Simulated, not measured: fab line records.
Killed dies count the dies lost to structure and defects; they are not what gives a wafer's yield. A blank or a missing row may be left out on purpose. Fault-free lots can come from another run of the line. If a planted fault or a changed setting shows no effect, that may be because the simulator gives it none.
2 desks, one fault	flow nand_harc	only its own numbers are on each desk; what lay behind them is given at the end

== AT THE METROLOGY DESK ==
Lot by lot, what the gauges showed, no matter which tool ran the lot: averages of those sampled wafers that carry a number. A lot is out of limits, marked OUT, if its mean lies more than 4 standard deviations from the usual mean; the brackets give that distance.
Columns: A = overlay_x_nm at NHARC_A_CONTACT_OVL_MEAS_43, usual -0.3 nm; B = overlay_y_nm at NHARC_A_CONTACT_OVL_MEAS_43, usual -0.1 nm
lot	first seen here	A	B
L758	day 21 15:43	-0.3	-0.3
L760	day 21 21:29	0.7	0.6
L763	day 22 22:14	-0.8	-0.9
L761	day 22 22:49	0.8	-0.1
L762	day 23 05:43	-2.3	-0.6
L764	day 23 05:44	0.6	0.3
L765	day 24 06:05	-0.3	0.1
L766	day 24 06:49	0.5	0.2
L767	day 25 00:14	-0.5	0.4
L768	day 25 15:55	0.7	2.1
L770	day 26 08:49	0.3	0.3
L771	day 26 20:44	0.9	0.7
L774	day 28 07:50	-1.3	0.8
This desk's verdict: no lot among the 13 shows anything out of limits.

== DESK OF THE TOOL OWNER: rie_diel-08 ==
The tool's own readings at NHARC_A_CONTACT_ETCH_48 (etches the open film in CF4, target depth 39 nm, time 65 s): means of the sampled wafers that have a number, for each lot that ran on this tool. A lot is out of limits, marked OUT, if its mean lies more than 4 standard deviations from the usual mean; the brackets give that distance.
Columns: A = drypump_motor_current_A at NHARC_A_CONTACT_ETCH_48, usual 5.8 A; B = oes_product_au at NHARC_A_CONTACT_ETCH_48, usual 0.999 a.u.; C = rf_vpp_V at NHARC_A_CONTACT_ETCH_48, usual 151.4 V; D = run_length_s at NHARC_A_CONTACT_ETCH_48, usual 86.34 s; E = showerhead_plenum_p_Torr at NHARC_A_CONTACT_ETCH_48, usual 1.78 Torr; F = throttle_valve_pct at NHARC_A_CONTACT_ETCH_48, usual 13.285 %
lot	first seen here	A	B	C	D	E	F
L758	day 21 15:53	6.1	0.998	150.8	86.26	1.75	13.283
L760	day 21 21:50	5.9	1.005	152.1	86.30	1.80	13.290
L761	day 22 23:00	5.8	1.005	151.7	86.23	1.84	13.289
L762	day 23 05:54	5.9	0.991	151.3	86.43	1.79	13.276
L765	day 24 06:16	5.9	0.995	151.6	86.18	1.79	13.285
L768	day 25 16:07	5.8	1.000	151.9	86.50	1.80	13.289
L770	day 26 09:01	5.9	0.993	150.9	86.33	1.79	13.281
L771	day 26 20:56	5.9	0.989	152.0	86.12	1.79	13.282
L774	day 28 08:01	5.9	1.004	151.3	75.52 (-37) OUT	1.82	13.283
Finding of this desk: L774 out of limits; the first was L774 at day 28 08:01, on run_length_s at NHARC_A_CONTACT_ETCH_48. L758, L760, L761, L762, L765, L768, L770, L771 stayed within limits.

== BROUGHT TOGETHER ==
The tool owner's desk could have raised an alarm at day 28 08:01, on L774.
At the metrology desk, nothing out of limits was observed.
The metrology desk holds a record of L774, inside its limits.
NHARC_A_CONTACT_ETCH_48 was run on rie_diel-08 by each of the lots named.

== WHAT THE SIMULATOR HAD INSERTED ==
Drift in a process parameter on rie_diel-08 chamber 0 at NHARC_A_CONTACT_ETCH_48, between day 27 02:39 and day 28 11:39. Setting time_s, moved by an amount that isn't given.
Struck lots among those shown: L774.
How many hours passed from the start of the fault until each desk's first out-of-limits reading: the tool owner's desk, 29.
